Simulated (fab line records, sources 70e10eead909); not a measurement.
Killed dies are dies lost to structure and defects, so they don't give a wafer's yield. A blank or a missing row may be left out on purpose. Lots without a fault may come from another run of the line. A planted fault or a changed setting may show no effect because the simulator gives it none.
Chamber matching | flow nand_harc | NHARC_A_WL_FILL_CMP_12 on cmp-01: 4 sister chambers
The step polishes, t overpolish 30 s, target thk 100 nm. 16 wafers are shown with their chamber, then 8 later ones without.

WAFERS WITH THEIR CHAMBER
wafer  | chamber | motor_current_A (A) | overpolish_run_s (s) | time_to_endpoint_s (s)
L075.3 | 0       | 10.4                | 30.004               | 21.6
L075.4 | 2       | 13.4                | 30.004               | 20.9
L075.5 | 1       | 13.9                | 30.007               | 21.1
L077.1 | 1       | 13.9                | 29.985               | 23.8
L077.4 | 0       | 10.4                | 29.998               | 20.1
L077.6 | 1       | 14.2                | 29.998               | 22.8
L080.1 | 0       | 10.1                | 30.000               | 21.9
L080.4 | 3       | 13.7                | 29.991               | 22.7
L080.5 | 2       | 14.1                | 30.006               | 21.6
L081.2 | 1       | 14.3                | 29.994               | 21.7
L081.3 | 3       | 13.7                | 30.002               | 20.7
L081.6 | 2       | 13.7                | 30.009               | 16.2
L089.1 | 0       | 10.4                | 29.992               | 19.3
L089.3 | 3       | 13.0                | 30.009               | 20.4
L089.6 | 1       | 14.3                | 29.980               | 21.0
L091.3 | 0       | 10.5                | 29.995               | 19.1

SIGNATURES (means of the wafers above)
reading            | chamber 0 | chamber 1 | chamber 2 | chamber 3 | scatter within a chamber
motor_current_A    | 10.360    | 14.120    | 13.733    | 13.467    | 0.264
overpolish_run_s   | 29.99780  | 29.99280  | 30.00633  | 30.00067  | 0.00773
time_to_endpoint_s | 20.400    | 22.080    | 19.567    | 21.267    | 1.65
Rule: a wafer's distance from a chamber is the root of the sum, over the readings, of the square of ((its reading less the chamber's mean) divided by the reading's scatter). The wafer belongs to the nearest chamber; if the next one is less than 2 further off, it can't be placed. The scatter: the root of (the sum of the squares of (reading less its chamber's mean) over the shown wafers, divided by (wafers less chambers)).

WAFERS WITHOUT THEIR CHAMBER
wafer  | motor_current_A (A) | overpolish_run_s (s) | time_to_endpoint_s (s)
L091.5 | 13.2                | 30.017               | 15.9
L091.6 | 13.9                | 29.989               | 20.5
L094.2 | 14.3                | 29.994               | 23.6
L094.3 | 13.5                | 29.987               | 21.6
L094.6 | 14.7                | 30.010               | 25.7
L096.1 | 13.7                | 29.982               | 20.3
L096.2 | 14.5                | 29.995               | 18.0
L096.3 | 10.1                | 29.984               | 22.2

WHICH CHAMBER EACH WENT THROUGH
wafer  | from the rows above          | in truth
L091.5 | can't be placed: 2 or 3      | 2
L091.6 | can't be placed: 1 or 3 or 2 | 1
L094.2 | 1                            | 1
L094.3 | can't be placed: 3 or 1 or 2 | 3
L094.6 | can't be placed: 1 or 2 or 3 | 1
L096.1 | can't be placed: 1 or 3 or 2 | 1
L096.2 | can't be placed: 1 or 2 or 3 | 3
L096.3 | 0                            | 0
Placed correctly: 2 of 8. Can't be placed from these rows: 6 (the true chamber is among the candidates in 6). Placed wrongly: 0.
